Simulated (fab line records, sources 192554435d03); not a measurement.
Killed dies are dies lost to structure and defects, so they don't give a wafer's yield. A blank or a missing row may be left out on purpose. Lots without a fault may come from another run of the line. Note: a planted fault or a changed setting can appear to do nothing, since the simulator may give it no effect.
Split-lot trial :: flow n5_finfet :: on a route of 1938 steps: 7 lots, 21 wafers read

== ABOUT THE SPLIT ==
At N5_HKMG_FIN_COAT_43 (resist thk 90 nm), the setting spin_rpm was moved away from the recipe's 1500 rpm on 5 of the 21 wafers read, by +5.1% to +10.6%. The other wafers ran this setting at the recipe's value.

== FROM THE SPLIT TO THE READING: what the file shows between them, 3 steps ==
- N5_HKMG_FIN_EBR_45
- N5_HKMG_FIN_SOFTBAKE_44: time 60 s
- N5_HKMG_FIN_DESCUM_53: chemistry O2, time 7.9 s

== THE READING ==
CAR-ArF_of_HKMG_FIN_COAT_43.thk_nm (the simulator's own value, which no gauge read), in nm, at N5_HKMG_FIN_ETCH_54 (etches SiARC in CF4, target depth 45.5 nm, time 75.8 s). No usual value for it is given in the file. Here, 16 wafers ran the recipe; their average is 50.8 nm with a standard deviation of 0.25 nm.

wafer: L074.1
tool, chamber at the split: litho_track-01, 0
spin_rpm as run, rpm: 1500
against the recipe: recipe
CAR-ArF_of_HKMG_FIN_COAT_43.thk_nm, nm: 51.2
against lot-mates on the recipe: -

wafer: L074.3
tool, chamber at the split: litho_track-01, 0
spin_rpm as run, rpm: 1608
against the recipe: +7.2%
CAR-ArF_of_HKMG_FIN_COAT_43.thk_nm, nm: 48
against lot-mates on the recipe: -3.0

wafer: L074.6
tool, chamber at the split: litho_track-01, 0
spin_rpm as run, rpm: 1500
against the recipe: recipe
CAR-ArF_of_HKMG_FIN_COAT_43.thk_nm, nm: 50.8
against lot-mates on the recipe: -

wafer: L076.2
tool, chamber at the split: litho_track-03, 0
spin_rpm as run, rpm: 1596
against the recipe: +6.4%
CAR-ArF_of_HKMG_FIN_COAT_43.thk_nm, nm: 47.8
against lot-mates on the recipe: -3.0

wafer: L076.3
tool, chamber at the split: litho_track-03, 0
spin_rpm as run, rpm: 1596
against the recipe: +6.4%
CAR-ArF_of_HKMG_FIN_COAT_43.thk_nm, nm: 47.8
against lot-mates on the recipe: -3.0

wafer: L076.4
tool, chamber at the split: litho_track-03, 0
spin_rpm as run, rpm: 1500
against the recipe: recipe
CAR-ArF_of_HKMG_FIN_COAT_43.thk_nm, nm: 50.8
against lot-mates on the recipe: -

wafer: L078.4
tool, chamber at the split: litho_track-01, 0
spin_rpm as run, rpm: 1500
against the recipe: recipe
CAR-ArF_of_HKMG_FIN_COAT_43.thk_nm, nm: 50.6
against lot-mates on the recipe: -

wafer: L078.5
tool, chamber at the split: litho_track-01, 0
spin_rpm as run, rpm: 1500
against the recipe: recipe
CAR-ArF_of_HKMG_FIN_COAT_43.thk_nm, nm: 50.8
against lot-mates on the recipe: -

wafer: L078.6
tool, chamber at the split: litho_track-01, 0
spin_rpm as run, rpm: 1576
against the recipe: +5.1%
CAR-ArF_of_HKMG_FIN_COAT_43.thk_nm, nm: 48.6
against lot-mates on the recipe: -2.1

wafer: L082.2
tool, chamber at the split: litho_track-01, 0
spin_rpm as run, rpm: 1500
against the recipe: recipe
CAR-ArF_of_HKMG_FIN_COAT_43.thk_nm, nm: 50.8
against lot-mates on the recipe: -

wafer: L082.6
tool, chamber at the split: litho_track-01, 0
spin_rpm as run, rpm: 1500
against the recipe: recipe
CAR-ArF_of_HKMG_FIN_COAT_43.thk_nm, nm: 50.8
against lot-mates on the recipe: -

wafer: L082.4
tool, chamber at the split: litho_track-01, 0
spin_rpm as run, rpm: 1500
against the recipe: recipe
CAR-ArF_of_HKMG_FIN_COAT_43.thk_nm, nm: 50.6
against lot-mates on the recipe: -

wafer: L084.2
tool, chamber at the split: litho_track-03, 0
spin_rpm as run, rpm: 1500
against the recipe: recipe
CAR-ArF_of_HKMG_FIN_COAT_43.thk_nm, nm: 50.6
against lot-mates on the recipe: -

wafer: L084.4
tool, chamber at the split: litho_track-03, 0
spin_rpm as run, rpm: 1500
against the recipe: recipe
CAR-ArF_of_HKMG_FIN_COAT_43.thk_nm, nm: 50.4
against lot-mates on the recipe: -

wafer: L084.6
tool, chamber at the split: litho_track-03, 0
spin_rpm as run, rpm: 1500
against the recipe: recipe
CAR-ArF_of_HKMG_FIN_COAT_43.thk_nm, nm: 50.4
against lot-mates on the recipe: -

wafer: L085.3
tool, chamber at the split: litho_track-01, 0
spin_rpm as run, rpm: 1500
against the recipe: recipe
CAR-ArF_of_HKMG_FIN_COAT_43.thk_nm, nm: 51
against lot-mates on the recipe: -

wafer: L085.4
tool, chamber at the split: litho_track-01, 0
spin_rpm as run, rpm: 1500
against the recipe: recipe
CAR-ArF_of_HKMG_FIN_COAT_43.thk_nm, nm: 50.8
against lot-mates on the recipe: -

wafer: L085.5
tool, chamber at the split: litho_track-01, 0
spin_rpm as run, rpm: 1500
against the recipe: recipe
CAR-ArF_of_HKMG_FIN_COAT_43.thk_nm, nm: 51.2
against lot-mates on the recipe: -

wafer: L093.1
tool, chamber at the split: litho_track-03, 0
spin_rpm as run, rpm: 1500
against the recipe: recipe
CAR-ArF_of_HKMG_FIN_COAT_43.thk_nm, nm: 51.2
against lot-mates on the recipe: -

wafer: L093.4
tool, chamber at the split: litho_track-03, 0
spin_rpm as run, rpm: 1659
against the recipe: +10.6%
CAR-ArF_of_HKMG_FIN_COAT_43.thk_nm, nm: 46.6
against lot-mates on the recipe: -4.5

wafer: L093.6
tool, chamber at the split: litho_track-03, 0
spin_rpm as run, rpm: 1500
against the recipe: recipe
CAR-ArF_of_HKMG_FIN_COAT_43.thk_nm, nm: 51
against lot-mates on the recipe: -

THE FIT
A straight line over all 21 wafers: CAR-ArF_of_HKMG_FIN_COAT_43.thk_nm changes by -0.42 nm for each +1% of spin_rpm; r = -0.98; the points scatter about the line by 0.26 nm.
The same after taking each lot's own level away (the mean of its wafers on the recipe; 21 wafers): -0.435 nm for each +1%; r = -1.00; scatter 0.14 nm.
That fit puts the effect of the largest move of spin_rpm on the reading at 4.6 nm.
Across the lots, their own levels run from 50.47 to 51.10 nm, a range of 2.5 times the standard deviation given above.
Consequently the slope shifts little with the lot-to-lot level, the two slopes agreeing.
Check: -4.7 nm against its lot-mates is what the line predicts for one of the wafers moved furthest among these (+10.6%) when that wafer is left out of the fit. It came out at -4.5 nm against them.

== OTHER SPLITS ON THESE WAFERS ==
Before the reading, these wafers also passed through other splits. Each is held against what the fit with the lots' levels taken away leaves over:
other split on the same wafers: N5_SD_EPI_P_PEB_07 peb_time_s
wafers away from the commonest value: 5
r with CAR-ArF_of_HKMG_FIN_COAT_43.thk_nm (lot level and that fit taken away): -0.26

== THE WHOLE CHAIN: every reading that the file lists as answering this split, in the file's order ==
step: N5_HKMG_FIN_COAT_43
what it does: resist thk 90 nm
reading: CAR-ArF_of_HKMG_FIN_COAT_43.thk_nm (the simulator's own value, which no gauge read)
change (the file's fit): -0.423 nm for each +1% of the setting
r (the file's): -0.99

step: N5_HKMG_FIN_ETCH_54
what it does: etches SiARC in CF4, target depth 45.5 nm, time 75.8 s
reading: CAR-ArF_of_HKMG_FIN_COAT_43.thk_nm (the simulator's own value, which no gauge read)
change (the file's fit): -0.429 nm for each +1% of the setting
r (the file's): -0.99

== FILE'S OWN FIT ==
CAR-ArF_of_HKMG_FIN_COAT_43.thk_nm changes by -0.429 nm for each +1% of spin_rpm, r = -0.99.
